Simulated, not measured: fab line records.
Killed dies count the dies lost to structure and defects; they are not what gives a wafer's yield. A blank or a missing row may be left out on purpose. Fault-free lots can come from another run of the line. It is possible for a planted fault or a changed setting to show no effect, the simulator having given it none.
What tool caused it? ; flow nand-harc ; Sampling: 24 lots, 72 wafers, 5 of 1159 route steps

## WHAT THE GAUGES READ, wafer by wafer
NHARC_P_M1_INSPECT_27.
lot;measured;on;raw-defect-count
L074;day 5 16:56;defect-inspect-02;228 163 358
L075;day 6 02:41;defect-inspect-01;495 600 477
L076;day 6 23:13;defect-inspect-02;312 320 476
L077;day 7 00:13;defect-inspect-02;490 361 375
L079;day 7 01:18;defect-inspect-02;282 220 168
L078;day 7 08:17;defect-inspect-01;319 186 257
L081;day 7 22:15;defect-inspect-02;450 766 239
L080;day 7 22:24;defect-inspect-01;179 152 311
L082;day 8 09:01;defect-inspect-02;346 316 476
L083;day 8 14:53;defect-inspect-01;160 448 241
L084;day 8 20:23;defect-inspect-01;244 283 298
L087;day 10 01:24;defect-inspect-02;307 401 309
L086;day 10 01:45;defect-inspect-02;452 283 440
L085;day 10 02:22;defect-inspect-02;321 334 296
L088;day 10 03:25;defect-inspect-02;334 329 432
L089;day 10 06:32;defect-inspect-02;161 204 144
L090;day 10 09:43;defect-inspect-02;897 228 508
L092;day 10 12:22;defect-inspect-02;370 358 403
L091;day 10 13:28;defect-inspect-02;274 195 133
L094;day 10 19:34;defect-inspect-02;248 495 281
L093;day 10 19:58;defect-inspect-02;289 282 277
L095;day 11 12:49;defect-inspect-02;228 524 431
L096;day 11 13:22;defect-inspect-02;172 219 263
L097;day 11 22:33;defect-inspect-01;202 277 287

NHARC_P_BONDPAD_CD_MEAS_09: the cd target is 500 nm.
lot;measured;on;cd-nm (nm)
L074;day 5 23:08;cd-sem-03;499.7 497.0 498.1
L075;day 6 08:25;cd-sem-02;500.0 501.4 500.9
L076;day 7 05:07;cd-sem-01;496.3 499.7 496.0
L077;day 7 06:40;cd-sem-02;500.2 501.6 498.3
L079;day 7 07:20;cd-sem-01;497.4 498.1 499.1
L078;day 7 14:01;cd-sem-01;496.9 495.8 495.7
L081;day 8 04:04;cd-sem-01;499.5 495.1 496.7
L080;day 8 04:27;cd-sem-03;503.0 501.4 502.6
L082;day 8 14:53;cd-sem-02;501.0 501.7 502.9
L083;day 8 20:50;cd-sem-03;497.2 500.6 498.9
L084;day 9 02:32;cd-sem-02;500.6 500.9 498.6
L087;day 10 07:44;cd-sem-02;500.8 498.8 496.1
L086;day 10 08:07;cd-sem-03;498.2 497.4 499.2
L085;day 10 08:46;cd-sem-01;501.8 503.7 499.4
L088;day 10 09:29;cd-sem-02;502.1 499.9 496.2
L089;day 10 12:40;cd-sem-02;499.0 501.8 497.5
L090;day 10 16:19;cd-sem-01;499.4 498.1 503.3
L092;day 10 18:37;cd-sem-01;496.5 498.0 497.4
L091;day 10 19:38;cd-sem-03;497.9 497.7 502.2
L094;day 11 01:48;cd-sem-02;502.6 501.8 496.4
L093;day 11 02:50;cd-sem-02;501.0 501.8 498.4
L095;day 11 19:08;cd-sem-01;503.0 501.1 505.1
L096;day 11 19:20;cd-sem-03;498.6 500.4 500.1
L097;day 12 04:38;cd-sem-03;503.1 502.0 501.6

## TOOL THAT RAN EACH LOT (tool first, then ch and the chambers of the sampled wafers, then the start)
lot;NHARC_P_M1_ETCH_35;NHARC_P_M2_ETCH_35;NHARC_P_M2_CMP_23
L074;rie-diel-12 ch 0,1,3, day 5 14:27;rie-diel-13 ch 0,1, day 5 18:51;cmp-04 ch 1,2,3, day 5 20:56
L075;rie-diel-08 ch 0,1,3, day 6 00:08;rie-diel-03 ch 1,2,3, day 6 04:16;cmp-03 ch 0,1,2, day 6 06:17
L076;rie-diel-12 ch 0,2, day 6 20:43;rie-diel-13 ch 0,1, day 7 00:48;cmp-04 ch 0,1,3, day 7 02:55
L077;rie-diel-09 ch 2,3, day 6 21:13;rie-diel-13 ch 0,2, day 7 01:52;cmp-04 ch 0,1, day 7 04:17
L079;rie-diel-12 ch 1,2,3, day 6 22:48;rie-diel-03 ch 0,3, day 7 02:56;cmp-01 ch 0,2,3, day 7 04:59
L078;rie-diel-09 ch 0,1, day 7 05:34;rie-diel-03 ch 1,2,3, day 7 09:52;cmp-04 ch 0,2, day 7 11:54
L081;rie-diel-08 ch 0,1,2, day 7 19:46;rie-diel-03 ch 0,1,2, day 7 23:55;cmp-03 ch 0,3, day 8 01:56
L080;rie-diel-12 ch 1,2,3, day 7 19:55;rie-diel-03 ch 0,1,3, day 8 00:09;cmp-01 ch 1,2,3, day 8 02:20
L082;rie-diel-12 ch 1,2,3, day 8 06:31;rie-diel-03 ch 0,1,2, day 8 10:34;cmp-03 ch 1,2,3, day 8 12:40
L083;rie-diel-12 ch 1,2, day 8 12:23;rie-diel-03 ch 0,1,2, day 8 16:31;cmp-03 ch 0,2, day 8 18:35
L084;rie-diel-09 ch 0,2,3, day 8 17:55;rie-diel-06 ch 0,1,2, day 8 22:15;cmp-03 ch 1,2, day 9 00:26
L087;rie-diel-12 ch 0,1,2, day 9 22:55;rie-diel-13 ch 0,1,3, day 10 03:16;cmp-04 ch 1,2,3, day 10 05:24
L086;rie-diel-08 ch 0,3, day 9 23:15;rie-diel-13 ch 0,1,3, day 10 03:32;cmp-04 ch 0,1,2, day 10 05:47
L085;rie-diel-12 ch 0,1,2, day 9 23:35;rie-diel-13 ch 2,3, day 10 04:26;cmp-01 ch 0,1, day 10 06:37
L088;rie-diel-12 ch 0,2,3, day 10 00:53;rie-diel-13 ch 1,2,3, day 10 05:02;cmp-03 ch 0,1,3, day 10 07:22
L089;rie-diel-12 ch 0,1,2, day 10 03:59;rie-diel-13 ch 0,2,3, day 10 08:11;cmp-01 ch 0,1,3, day 10 10:22
L090;rie-diel-09 ch 1,2, day 10 07:09;rie-diel-03 ch 1,3, day 10 11:31;cmp-01 ch 0,1,3, day 10 14:13
L092;rie-diel-09 ch 1,2,3, day 10 09:52;rie-diel-03 ch 2,3, day 10 14:03;cmp-04 ch 1,2,3, day 10 16:21
L091;rie-diel-12 ch 1,2,3, day 10 10:47;rie-diel-03 ch 2,3, day 10 15:12;cmp-04 ch 0,1,2, day 10 17:31
L094;rie-diel-12 ch 0,1,2, day 10 16:57;rie-diel-03 ch 2,3, day 10 21:16;cmp-01 ch 1,3, day 10 23:28
L093;rie-diel-12 ch 0,1,2, day 10 17:15;rie-diel-03 ch 2,3, day 10 21:46;cmp-03 ch 0,2,3, day 11 00:02
L095;rie-diel-08 ch 0,3, day 11 10:19;rie-diel-03 ch 0,1, day 11 14:32;cmp-04 ch 1,2, day 11 16:35
L096;rie-diel-08 ch 0,1,3, day 11 10:52;rie-diel-03 ch 1,2,3, day 11 15:02;cmp-01 ch 0,1,3, day 11 17:04
L097;rie-diel-08 ch 0,2,3, day 11 20:02;rie-diel-03 ch 0,1,3, day 12 00:22;cmp-01 ch 0,1,2, day 12 02:24
- NHARC_P_M1_ETCH_35: etches the open film in N2/H2, target depth 40 nm, overetch 12 nm, time 43.94 s.
- NHARC_P_M2_ETCH_35: etches the open film in N2/H2, target depth 40 nm, overetch 12 nm, time 43.94 s.
- NHARC_P_M2_CMP_23: polishes, t overpolish 20 s, target thk 144.3 nm.

## WHAT THE TOOLS THEMSELVES READ (means of the sampled wafers that have a number; where no wafer has one, the mark that the record gives instead)
NHARC_P_M1_ETCH_35.
lot;tool;drypump-motor-current-A (A);n2-flow-sccm (sccm);oes-product-au (a.u.);rf-vpp-V (V);showerhead-plenum-p-Torr (Torr);throttle-valve-pct (%)
L074;rie-diel-12;5.5;150.0;1.003;434.1;2.15;14.179
L075;rie-diel-08;5.8;150.0;0.983;429.3;2.01;14.168
L076;rie-diel-12;4.8;149.7;1.003;431.5;2.06;14.163
L077;rie-diel-09;5.4;149.5;1.012;431.3;2.06;14.174
L079;rie-diel-12;5.4;150.5;0.997;432.3;2.13;14.162
L078;rie-diel-09;6.0;149.6;1.000;430.9;2.08;14.164
L081;rie-diel-08;5.8;150.2;0.987;428.4;1.98;14.171
L080;rie-diel-12;5.4;150.3;1.002;432.5;2.13;14.168
L082;rie-diel-12;5.4;149.7;0.995;433.0;2.13;14.170
L083;rie-diel-12;5.0;150.4;0.997;432.6;2.10;14.165
L084;rie-diel-09;5.5;150.2;1.005;432.5;2.09;14.174
L087;rie-diel-12;5.0;149.8;0.993;431.3;2.09;14.179
L086;rie-diel-08;5.7;150.3;0.994;431.2;2.06;14.177
L085;rie-diel-12;5.0;150.0;0.997;432.5;2.09;14.173
L088;rie-diel-12;5.3;149.8;1.000;433.3;2.12;14.167
L089;rie-diel-12;5.0;150.2;1.000;431.0;2.09;14.172
L090;rie-diel-09;5.5;149.7;0.994;431.2;2.06;14.176
L092;rie-diel-09;5.8;149.9;1.009;430.7;2.04;14.165
L091;rie-diel-12;5.4;149.8;0.997;433.9;2.13;14.179
L094;rie-diel-12;5.0;150.1;1.000;431.8;2.09;14.164
L093;rie-diel-12;5.0;150.2;1.012;431.9;2.09;14.172
L095;rie-diel-08;5.7;149.6;0.992;431.2;2.06;14.171
L096;rie-diel-08;5.8;150.0;0.990;429.8;2.01;14.170
L097;rie-diel-08;5.7;150.4;0.986;429.6;2.02;14.181

NHARC_P_M2_ETCH_35.
lot;tool;drypump-motor-current-A (A);n2-flow-sccm (sccm);oes-product-au (a.u.);rf-vpp-V (V);showerhead-plenum-p-Torr (Torr);throttle-valve-pct (%)
L074;rie-diel-13;5.6;149.7;1.003;430.6;2.07;14.177
L075;rie-diel-03;6.1;150.0;1.004;429.1;2.01;14.168
L076;rie-diel-13;5.7;150.0;0.996;428.0;1.98;14.179
L077;rie-diel-13;5.8;150.4;0.995;429.0;1.98;14.178
L079;rie-diel-03;5.5;150.2;1.001;427.2;1.93;14.171
L078;rie-diel-03;6.1;149.7;1.002;429.3;2.01;14.177
L081;rie-diel-03;5.4;150.1;0.994;429.9;2.00;14.173
L080;rie-diel-03;5.7;149.9;0.999;428.2;1.97;14.171
L082;rie-diel-03;5.4;149.9;0.997;430.2;2.00;14.173
L083;rie-diel-03;5.4;149.9;0.995;428.9;2.00;14.182
L084;rie-diel-06;5.5;150.1;0.986;430.5;2.04;14.177
L087;rie-diel-13;5.7;150.6;1.005;430.1;2.03;14.172
L086;rie-diel-13;5.7;149.9;1.003;431.5;2.04;14.185
L085;rie-diel-13;5.8;149.5;0.996;430.7;2.06;14.162
L088;rie-diel-13;5.8;149.8;1.012;431.1;2.08;14.166
L089;rie-diel-13;5.8;149.9;0.995;429.3;2.00;14.169
L090;rie-diel-03;5.9;149.1;1.002;429.9;2.01;14.170
L092;rie-diel-03;6.3;150.1;0.995;429.8;2.01;14.166
L091;rie-diel-03;6.3;150.0;1.008;429.5;2.01;14.171
L094;rie-diel-03;6.6;149.8;1.008;427.9;1.99;14.174
L093;rie-diel-03;6.3;149.7;0.998;429.8;2.01;14.172
L095;rie-diel-03;5.0;150.5;0.993;428.1;1.95;14.179
L096;rie-diel-03;6.1;149.8;1.009;429.4;2.01;14.173
L097;rie-diel-03;5.7;150.0;0.995;428.8;1.97;14.164

NHARC_P_M2_CMP_23.
lot;tool;motor-current-A (A);slurry-filter-dp-kPa (kPa);time-to-endpoint-s (s)
L074;cmp-04;11.4;13.45;28
L075;cmp-03;13.6;13.66;25
L076;cmp-04;10.5;13.52;25
L077;cmp-04;11.3;13.51;26
L079;cmp-01;12.1;13.64;30
L078;cmp-04;11.1;13.53;26
L081;cmp-03;14.5;13.41;26
L080;cmp-01;13.1;13.47;32
L082;cmp-03;12.6;13.61;26
L083;cmp-03;12.7;13.50;26
L084;cmp-03;12.5;13.54;26
L087;cmp-04;11.6;13.50;32
L086;cmp-04;11.5;13.56;30
L085;cmp-01;12.8;13.45;28
L088;cmp-03;13.7;13.59;27
L089;cmp-01;12.3;13.53;29
L090;cmp-01;12.5;13.62;31
L092;cmp-04;11.9;13.54;28
L091;cmp-04;11.4;13.43;27
L094;cmp-01;13.0;13.51;34
L093;cmp-03;13.1;13.49;27
L095;cmp-04;12.1;13.43;31
L096;cmp-01;12.6;13.46;28
L097;cmp-01;12.7;13.63;32

## THE ANSWER, worked out from the rows above alone
Rule: the usual values come from the lots themselves. The widest of any qualifying gaps counts: lots, ordered by their means at a reading, are off when they make up no more than a third of the lots, leave a main group of 4 or more, and stand apart from it by 3 or more times the standard deviation of that group's means. A main group whose means are all the same, to the digits that the tables above print for the reading, isn't used. Also off: a lot with no number at a reading for which 4 or more lots have one. All remaining lots with rows at the step are treated as sound. The gauges are gone through in route order, then the tools' own readings, and for those a lot's mean is taken as printed above. At the first step where some lot is off, the reading lying furthest off is the one used; lots without a number count as furthest.
No lot is off at any reading shown: from this, nothing can be told.

## WHAT WAS PUT IN BY THE SIMULATOR
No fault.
